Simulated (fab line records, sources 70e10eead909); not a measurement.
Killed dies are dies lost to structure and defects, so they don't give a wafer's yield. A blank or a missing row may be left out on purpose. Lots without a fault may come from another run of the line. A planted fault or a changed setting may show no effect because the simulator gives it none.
Which tool did it? | flow nand_harc | 6 lots, 18 wafers sampled, at 4 steps of a route of 1302

WHAT THE GAUGES READ, wafer by wafer
NHARC_A_ONON_D2_THK_MEAS_11: measures by ellipsometry.
lot  | measured     | on            | thk_nm (nm)
L794 | day 13 06:41 | film_metro-02 | 998 1001 998
L798 | day 14 23:19 | film_metro-02 | 1005 1006 1007
L801 | day 15 15:26 | film_metro-01 | 994 996 996
L803 | day 16 22:05 | film_metro-01 | 980 980 981
L810 | day 19 04:00 | film_metro-01 | 1066 1066 1066
L816 | day 22 01:21 | film_metro-02 | 1005 1003 1002

WHICH TOOL RAN EACH LOT (tool, then ch and the chambers of the sampled wafers, then the start)
lot  | NHARC_A_DECK1_JOINT_CMP_02    | NHARC_A_DECK1_JOINT_DEP_16      | NHARC_A_ONON_D2_DEP_09
L794 | cmp-04 ch 2,3, day 13 03:42   | pecvd-02 ch 0,2, day 13 04:07   | pecvd_onon-02 ch 0, day 13 06:17
L798 | cmp-03 ch 0,1,3, day 14 20:23 | pecvd-03 ch 0,1, day 14 20:45   | pecvd_onon-03 ch 0, day 14 22:48
L801 | cmp-03 ch 0,3, day 15 12:28   | pecvd-04 ch 0,2, day 15 12:52   | pecvd_onon-02 ch 0, day 15 14:58
L803 | cmp-03 ch 0,3, day 16 19:06   | pecvd-03 ch 0,1, day 16 19:31   | pecvd_onon-02 ch 0, day 16 21:42
L810 | cmp-04 ch 0,2, day 19 01:02   | pecvd-04 ch 0,1,2, day 19 01:25 | pecvd_onon-03 ch 0, day 19 03:33
L816 | cmp-04 ch 0,1, day 21 22:14   | pecvd-02 ch 0,1,2, day 21 22:50 | pecvd_onon-02 ch 0, day 22 00:57
- NHARC_A_DECK1_JOINT_CMP_02: polishes SiOx.
- NHARC_A_DECK1_JOINT_DEP_16: deposits SiO2, target thk 45 nm.
- NHARC_A_ONON_D2_DEP_09: target thk 1000 nm.

THE ANSWER, worked out from the rows above alone
Rule: what is usual is taken from the lots themselves. Put in order of their means at a reading, lots are off if they are a third of the lots or fewer, leave a main group of 4 or more, and stand apart from it by a gap of 3 or more times the standard deviation of the main group's means; of several such gaps the widest counts. A main group whose means are all the same, to the digits that the tables above print for the reading, isn't used. A lot without any number at a reading at which 4 lots or more have one is off too. The other lots that the step has rows for count as sound.
Off: L810, at NHARC_A_ONON_D2_THK_MEAS_11 (thk_nm). The main group: mean 997 nm, standard deviation 9.
A tool fits if, at a process step before that reading, it ran every lot that is off, and no sound lot after the first of them. The gauges at NHARC_A_ONON_D2_THK_MEAS_11 are tried like those tools. Can't be told from this: 3 tools fit, pecvd-04 at NHARC_A_DECK1_JOINT_DEP_16, pecvd_onon-03 at NHARC_A_ONON_D2_DEP_09, film_metro-01 at NHARC_A_ONON_D2_THK_MEAS_11.

WHAT THE SIMULATOR HAD PUT IN
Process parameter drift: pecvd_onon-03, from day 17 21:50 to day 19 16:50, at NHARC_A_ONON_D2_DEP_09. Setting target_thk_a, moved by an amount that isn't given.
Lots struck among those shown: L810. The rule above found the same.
